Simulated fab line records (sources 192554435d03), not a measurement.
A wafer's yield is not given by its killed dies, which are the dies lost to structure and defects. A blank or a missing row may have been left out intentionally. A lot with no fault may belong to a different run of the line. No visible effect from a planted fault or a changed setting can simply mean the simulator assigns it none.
Chamber matching + flow n5_finfet + N5_BEOL_M9_ETCH_61 on rie_diel-01: 4 sister chambers
The step etches SiARC in CF4, target depth 39 nm, time 65 s. 24 wafers are shown with their chamber, then 12 later ones without.

== WAFERS WITH THEIR CHAMBER ==
| wafer  | chamber | showerhead_plenum_p_Torr (Torr) | drypump_motor_current_A (A) | throttle_valve_pct (%) |
|--------|---------|---------------------------------|-----------------------------|------------------------|
| L075.2 | 3       | 2.21                            | 5.7                         | 15.58                  |
| L075.5 | 3       | 2.21                            | 5.7                         | 15.58                  |
| L075.6 | 0       | 2.26                            | 5.5                         | 15.70                  |
| L076.1 | 2       | 2.05                            | 6.4                         | 15.54                  |
| L076.4 | 0       | 2.26                            | 5.5                         | 15.72                  |
| L076.6 | 2       | 2.05                            | 6.4                         | 15.54                  |
| L080.3 | 1       | 2.21                            | 6.3                         | 15.24                  |
| L080.4 | 2       | 2.04                            | 6.3                         | 15.53                  |
| L080.5 | 2       | 2.04                            | 6.3                         | 15.54                  |
| L082.2 | 3       | 2.20                            | 5.8                         | 15.61                  |
| L082.3 | 0       | 2.26                            | 5.5                         | 15.73                  |
| L082.6 | 3       | 2.20                            | 5.7                         | 15.60                  |
| L081.1 | 1       | 2.21                            | 6.3                         | 15.26                  |
| L081.5 | 1       | 2.21                            | 6.3                         | 15.27                  |
| L081.6 | 2       | 2.04                            | 6.4                         | 15.56                  |
| L088.1 | 2       | 2.04                            | 6.4                         | 15.56                  |
| L088.3 | 1       | 2.21                            | 6.3                         | 15.31                  |
| L088.4 | 3       | 2.20                            | 5.7                         | 15.63                  |
| L087.1 | 3       | 2.20                            | 5.7                         | 15.64                  |
| L087.4 | 2       | 2.04                            | 6.3                         | 15.57                  |
| L087.5 | 2       | 2.04                            | 6.4                         | 15.57                  |
| L089.1 | 3       | 2.20                            | 5.7                         | 15.66                  |
| L089.4 | 1       | 2.21                            | 6.3                         | 15.30                  |
| L089.5 | 0       | 2.25                            | 5.5                         | 15.78                  |

SIGNATURES, as means of the wafers listed above
| reading                  | chamber 0 | chamber 1 | chamber 2 | chamber 3 | scatter within a chamber |
|--------------------------|-----------|-----------|-----------|-----------|--------------------------|
| showerhead_plenum_p_Torr | 2.2575    | 2.2100    | 2.0425    | 2.2029    | 0.00429                  |
| drypump_motor_current_A  | 5.500     | 6.300     | 6.362     | 5.714     | 0.037                    |
| throttle_valve_pct       | 15.7325   | 15.2760   | 15.5512   | 15.6143   | 0.0265                   |
Rule: a wafer lies at a distance from a chamber equal to the root of the sum of squares, over the readings, of (its reading less the chamber's mean, divided by the reading's scatter). If the next closest chamber is less than 2 further off than the closest, the wafer can't be placed; otherwise it belongs to the closest. The scatter: the root of (the sum of the squares of (reading less its chamber's mean) over the shown wafers, divided by (wafers less chambers)).

== WAFERS WITH NO CHAMBER GIVEN ==
| wafer  | showerhead_plenum_p_Torr (Torr) | drypump_motor_current_A (A) | throttle_valve_pct (%) |
|--------|---------------------------------|-----------------------------|------------------------|
| L091.2 | 2.20                            | 5.7                         | 15.67                  |
| L091.3 | 2.25                            | 5.5                         | 15.79                  |
| L091.6 | 2.20                            | 6.3                         | 15.30                  |
| L095.1 | 2.19                            | 5.7                         | 15.67                  |
| L095.3 | 2.03                            | 6.4                         | 15.58                  |
| L095.4 | 2.25                            | 5.5                         | 15.81                  |
| L096.1 | 2.20                            | 6.3                         | 15.33                  |
| L096.3 | 2.25                            | 5.5                         | 15.80                  |
| L096.5 | 2.20                            | 6.3                         | 15.31                  |
| L097.1 | 2.03                            | 6.3                         | 15.61                  |
| L097.3 | 2.25                            | 5.5                         | 15.81                  |
| L097.5 | 2.20                            | 6.3                         | 15.32                  |

== WHICH CHAMBER EACH ONE RAN IN ==
| wafer  | from the rows above | in truth |
|--------|---------------------|----------|
| L091.2 | 3                   | 3        |
| L091.3 | 0                   | 0        |
| L091.6 | 1                   | 1        |
| L095.1 | 3                   | 3        |
| L095.3 | 2                   | 2        |
| L095.4 | 0                   | 0        |
| L096.1 | 1                   | 1        |
| L096.3 | 0                   | 0        |
| L096.5 | 1                   | 1        |
| L097.1 | 2                   | 2        |
| L097.3 | 0                   | 0        |
| L097.5 | 1                   | 1        |
12 of 12 placed correctly. Not placeable from these rows: 0. Wrongly placed: 0.
